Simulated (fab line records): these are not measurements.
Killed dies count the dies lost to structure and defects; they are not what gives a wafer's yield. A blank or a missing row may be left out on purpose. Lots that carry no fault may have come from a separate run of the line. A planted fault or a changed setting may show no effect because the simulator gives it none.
fab line records    flow n5-finfet    part 2 of 2: steps 5 to 6 of 6
record: lots: 23  wafers: 69  last-day: 20
route steps=1938 shown DUMMY_REMOVAL@377 HKMG_FIN@407 GATE_CUT@473
lots untouched by any fault: they come from a run of this same line in which no faults occurred
start-h: start of the lot's first displayed wafer, in hours after the record's first day    wait-h: hours since the lot's step before    " unchanged from the row above    L1.1+2: a row that stands for several wafers    - value missing, or start not given    * or withheld: withheld    < > ~ a bound
route shown NAME@n: a module of which the file shows steps, and the number in the route of the first    usual: average and standard deviation across the fault-free wafers    same: alike in all rows    chamber/n: place in a boat    sites: each site's reading    _std_site: standard deviation across them    _edge_site: the outer-site mean with the inner-site mean subtracted    radius-mm: for every site, how far away it sits from the centre of the wafer    mask NAME#n: copy n    behind: tool/chamber where the wafer was last shaped    hold: cause of the lot's hold/its duration in hours/its outcome    device: the n, p or np transistor that did not switch    end of line: the tests these same wafers got at the end of their route    a step with no rows: only its recipe    killed: dies that structure and defects cost at the first sort, which is not the same as the wafer's yield    map: dies across one wafer; x = killed, . = not, _ = none there
set.NAME: the setting the step ran with; set.NAME@STEP: the setting that earlier step ran with    model.NAME: the simulator's own value behind a step, which no gauge read
a sample of lots followed through the steps of the route, with each step as a table and each wafer as a row
services: the hour from which a tool's chamber was out of use, counted from the record's first day as start-h (under 0 if before that day), plus the number of hours and why
== steps ==
step: N5_HKMG_FIN_CMP_23
recipe: stop-on: SiNx  t-overpolish-s: 10  post-cmp-clean: rinse-only  down-force-psi: 4  platen-rpm: 50.289  pad-velocity-m-s: 1.0006  target-thk-nm: 46.326
usual: motor-current-A: 12.4/1.1  overpolish-run-s: 9.96/0.27  platen-rpm: 50.29/0.031  retaining-ring-pressure-frac: 1.000/0.0049  time-to-endpoint-s: 12.8/2.7
lot.wafer  tool    chamber  start-h  wait-h  motor-current-A  overpolish-run-s  platen-rpm  retaining-ring-pressure-frac  time-to-endpoint-s
L074.4     cmp-01  0        77.87    0.2     14.3             9.99              50.28       1.007                         9.6
L074.5     "       2        "        "       12.4             10.01             50.30       0.998                         11.0
L074.6     "       3        "        "       12.9             10.01             50.28       1.008                         12.6
L075.2     cmp-01  2        84.77    0.0     12.4             10.00             50.35       1.001                         12.5
L075.4     "       3        "        "       12.2             10.00             50.28       0.998                         13.1
L075.6     "       2        "        "       12.2             10.00             50.35       0.990                         9.6
L077.1     cmp-01  1        96.94    0.0     11.6             7.33              50.32       0.993                         21.1
L077.3     "       2        "        "       12.6             10.00             50.31       1.003                         14.8
L077.5     "       2        "        "       11.4             9.98              50.27       1.010                         16.0
L078.2     cmp-01  1        101.58   0.1     12.4             9.41              50.29       1.008                         19.2
L078.4     "       3        "        "       12.7             10.00             50.33       0.994                         16.7
L078.5     "       0        "        "       15.2             9.99              50.29       0.995                         15.3
L079.1     cmp-03  1        108.97   0.1     11.6             10.00             50.29       1.006                         12.7
L079.2     "       2        "        "       11.0             10.02             50.31       1.001                         11.7
L079.6     "       0        "        "       12.4             10.00             50.32       0.996                         11.2
L080.3     cmp-01  1        120.58   0.0     12.7             10.00             50.28       1.001                         14.1
L080.1     "       3        "        "       11.9             10.00             50.30       0.999                         12.3
L080.6     "       2        "        "       12.9             10.00             50.22       1.004                         8.5
L081.3     cmp-04  2        121.17   0.1     13.0             10.00             50.30       0.999                         12.9
L081.4     "       3        "        "       11.9             10.00             50.32       0.987                         12.3
L081.5     "       2        "        "       12.9             9.99              50.26       1.002                         11.9
L082.3     cmp-01  0        129.35   0.0     14.3             10.00             50.35       1.000                         12.9
L082.2     "       1        "        "       12.4             10.00             50.27       1.005                         13.7
L082.5     "       1        "        "       12.2             10.00             50.31       1.006                         15.5
L083.1     cmp-01  2        130.96   0.2     12.5             9.98              50.27       0.994                         15.6
L083.5     "       0        "        "       14.8             9.98              50.29       1.000                         11.5
L083.6     "       1        "        "       12.6             10.00             50.29       0.999                         17.4
L084.3     cmp-01  0        136.71   0.0     14.7             10.01             50.26       0.995                         11.3
L084.1     "       1        "        "       12.5             9.94              50.29       0.993                         18.8
L084.6     "       1        "        "       11.9             9.99              50.29       0.994                         14.7
L085.2     cmp-03  3        144.41   0.2     12.2             9.98              50.32       1.004                         11.2
L085.1     "       1        "        "       11.4             9.99              50.25       0.999                         13.9
L085.6     "       3        "        "       11.5             10.00             50.29       0.999                         13.0
L086.4     cmp-03  2        151.98   0.0     10.7             10.00             50.32       1.001                         15.8
L086.3     "       3        "        "       12.3             10.01             50.32       0.997                         12.0
L086.5     "       3        "        "       12.5             9.98              50.35       1.001                         10.3
L087.3     cmp-03  1        157.22   0.1     11.7             9.98              50.22       1.004                         14.4
L087.6     "       0        "        "       11.7             9.99              50.25       0.993                         14.5
L087.5     "       1        "        "       11.5             9.99              50.27       1.003                         14.1
L088.2     cmp-03  3        162.65   0.0     12.1             9.99              50.26       1.000                         8.7
L088.1     "       2        "        "       10.5             10.01             50.33       1.009                         13.1
L088.5     "       0        "        "       12.2             9.99              50.32       1.000                         12.2
L089.1     cmp-01  1        168.65   0.0     12.0             9.99              50.26       0.996                         11.2
L089.3     "       2        "        "       13.2             10.01             50.28       0.996                         7.6
L089.4     "       0        "        "       14.4             10.00             50.38       0.998                         7.0
L090.4     cmp-03  3        174.39   0.0     12.5             10.00             50.24       1.000                         10.3
L090.3     "       0        "        "       12.2             10.00             50.22       1.003                         14.2
L090.2     "       2        "        "       10.4             9.99              50.25       0.996                         13.0
L091.3     cmp-03  1        178.87   0.0     11.7             9.99              50.28       1.001                         14.8
L091.6     "       1        "        "       11.4             10.02             50.27       1.003                         16.1
L091.5     "       2        "        "       10.6             10.00             50.26       0.999                         13.1
L092.2     cmp-04  1        187.13   0.0     12.0             10.01             50.30       1.001                         10.0
L092.6     "       1        "        "       11.9             9.99              50.27       1.003                         9.3
L092.5     "       2        "        "       12.5             10.00             50.31       0.995                         13.2
L093.4     cmp-01  0        191.62   0.2     14.5             10.00             50.26       1.002                         12.1
L093.1     "       1        "        "       12.5             10.01             50.28       1.006                         15.4
L093.5     "       3        "        "       11.9             9.98              50.27       1.000                         15.7
L094.1     cmp-03  0        198.67   0.3     11.8             10.00             50.28       0.993                         13.5
L094.5     "       1        "        "       11.1             10.01             50.35       0.994                         13.2
L094.6     "       2        "        "       10.3             10.00             50.26       1.004                         13.6
L095.2     cmp-03  3        204.10   0.0     12.2             10.01             50.27       0.999                         10.5
L095.3     "       0        "        "       12.1             10.01             50.30       0.995                         13.5
L095.5     "       0        "        "       11.9             10.02             50.29       1.000                         10.2
L096.3     cmp-04  3        214.59   0.0     11.6             10.01             50.28       1.000                         14.9
L096.1     "       0        "        "       14.8             10.00             50.32       0.997                         14.7
L096.5     "       0        "        "       14.6             10.00             50.37       1.005                         13.4
L097.3     cmp-01  3        217.62   0.1     12.3             10.00             50.32       1.004                         11.4
L097.1     "       0        "        "       14.9             10.00             50.28       0.994                         14.2
L097.2     "       1        "        "       12.5             10.00             50.36       1.001                         15.8
step: N5_GATE_CUT_SAC_CAP_01
recipe: material: SiNx  target-thk-a: 240  temp-c: 400  ald-precursor-family: SiH2I2  ald-co-reactant: N2/H2-plasma  pulse-time-s: 1  ald-cycles: 480  purge-time-s: 2  co-reactant-purge-time-s: 2  pressure-torr: 2
usual: heater-power-w: 860/67  precursor-pulse-height-rel: 0.998/0.018
same: purge-time-s: 2
lot.wafer  tool        chamber  start-h  wait-h  heater-power-w  precursor-pulse-height-rel  since-wet-clean-h
L074.4     ald-sin-01  1        79.06    0.0     914             1.014                       360
L074.5     "           0        80.15    1.1     984             1.023                       -
L074.6     "           1        "        "       917             1.011                       -
L075.2     ald-sin-04  1        88.00    1.4     834             1.029                       186
L075.4     "           0        "        "       899             1.005                       186
L075.6     "           3        89.09    2.5     795             0.996                       -
L077.1     ald-sin-04  3        98.72    0.5     811             1.000                       197
L077.3     "           1        "        "       819             1.005                       197
L077.5     "           1        99.81    1.5     852             1.008                       -
L078.2     ald-sin-01  3        102.88   0.0     793             0.980                       4
L078.4     "           1        "        "       874             0.971                       4
L078.5     "           2        103.96   1.1     834             0.982                       -
L079.1     ald-sin-04  1        110.35   0.1     837             0.992                       208
L079.2     "           0        "        "       904             1.002                       208
L079.6     "           3        111.43   1.2     795             0.970                       -
L080.1     ald-sin-04  1        121.93   0.0     835             0.976                       220
L080.3     "           2        "        "       1012            0.978                       220
L080.6     "           0        123.02   1.1     887             0.999                       -
L081.3     ald-sin-01  0        122.95   0.5     957             1.006                       24
L081.4     "           2        "        "       824             0.979                       24
L081.5     "           0        124.04   1.5     953             1.017                       -
L082.2     ald-sin-03  2        130.71   0.0     830             1.011                       320
L082.3     "           3        "        "       799             0.975                       320
L082.5     "           0        131.79   1.1     772             1.010                       -
L083.1     ald-sin-01  0        132.77   0.4     957             0.975                       34
L083.5     "           2        133.86   1.5     838             1.006                       -
L083.6     "           3        "        "       789             1.000                       -
L084.1     ald-sin-01  0        138.38   0.1     947             1.000                       40
L084.3     "           1        "        "       890             1.028                       40
L084.6     "           0        139.47   1.2     935             1.014                       -
L085.1     ald-sin-01  0        145.76   0.0     926             1.036                       47
L085.2     "           2        "        "       829             0.967                       47
L085.6     "           1        146.85   1.1     887             0.994                       -
L086.3     ald-sin-04  1        153.76   0.2     854             1.012                       252
L086.4     "           0        "        "       918             1.004                       252
L086.5     "           3        154.84   1.3     805             0.964                       -
L087.3     ald-sin-04  1        158.68   0.0     827             1.008                       257
L087.5     "           1        159.76   1.1     822             1.036                       -
L087.6     "           2        "        "       978             0.999                       -
L088.1     ald-sin-01  1        164.21   0.2     903             0.975                       65
L088.2     "           2        "        "       840             1.025                       65
L088.5     "           0        165.30   1.2     942             1.029                       -
L089.1     ald-sin-03  0        170.31   0.3     771             1.036                       360
L089.3     "           3        "        "       819             1.000                       360
L089.4     "           1        "        "       816             0.991                       360
L090.2     ald-sin-03  0        175.89   0.0     782             0.997                       366
L090.3     "           2        "        "       832             0.986                       366
L090.4     "           1        "        "       778             0.976                       366
L091.3     ald-sin-04  0        180.23   0.0     905             0.992                       278
L091.5     "           1        181.31   1.1     858             1.007                       -
L091.6     "           0        "        "       904             0.983                       -
L092.2     ald-sin-04  3        188.54   0.0     833             1.001                       286
L092.5     "           3        189.62   1.1     811             0.974                       -
L092.6     "           0        "        "       898             0.972                       -
L093.1     ald-sin-01  1        193.26   0.5     905             1.025                       95
L093.4     "           0        "        "       949             0.999                       95
L093.5     "           0        194.35   1.6     943             1.003                       -
L094.1     ald-sin-01  1        199.78   0.0     918             0.997                       101
L094.5     "           2        200.87   1.1     836             0.991                       -
L094.6     "           0        "        "       937             0.988                       -
L095.2     ald-sin-04  2        205.46   0.0     986             0.976                       303
L095.3     "           1        "        "       848             1.016                       303
L095.5     "           3        206.55   1.1     837             1.009                       -
L096.1     ald-sin-04  1        215.94   0.0     849             0.998                       314
L096.3     "           2        "        "       982             0.994                       314
L096.5     "           3        217.03   1.1     809             1.011                       -
L097.1     ald-sin-01  2        219.11   0.0     843             0.985                       120
L097.2     "           1        "        "       898             0.977                       120
L097.3     "           0        "        "       914             0.998                       120
== services ==
tool         chamber  start-h  hours  kind
cmp-01       -        45.35    4.0    repair
rie-diel-04  1        50.04    6.2    repair
rie-diel-04  3        51.04    30.3   repair
rie-diel-02  0        51.06    16.0   repair
cmp-01       -        52.15    4.1    pm
rie-diel-02  3        53.76    2.0    repair
rie-diel-06  1        68.99    2.8    repair
rie-diel-01  2        69.28    5.1    repair
rie-diel-06  1        75.09    4.7    repair
rie-diel-01  -        76.56    0.6    repair
ald-sin-01   -        85.25    14.0   pm
rie-diel-06  1        99.01    14.3   repair
rie-diel-03  2        102.53   7.6    repair
rie-diel-04  1        107.92   4.6    repair
cmp-01       -        117.02   0.3    repair
cmp-01       -        122.84   0.3    repair
cmp-01       -        124.96   3.5    pm
cmp-01       -        140.20   1.9    repair
rie-diel-06  1        142.70   5.8    repair
rie-diel-04  2        158.20   4.0    repair
rie-diel-06  2        160.23   3.0    repair
rie-diel-04  1        175.91   66.9   repair
rie-diel-06  -        190.75   2.8    pm
rie-diel-01  -        218.42   14.6   pm
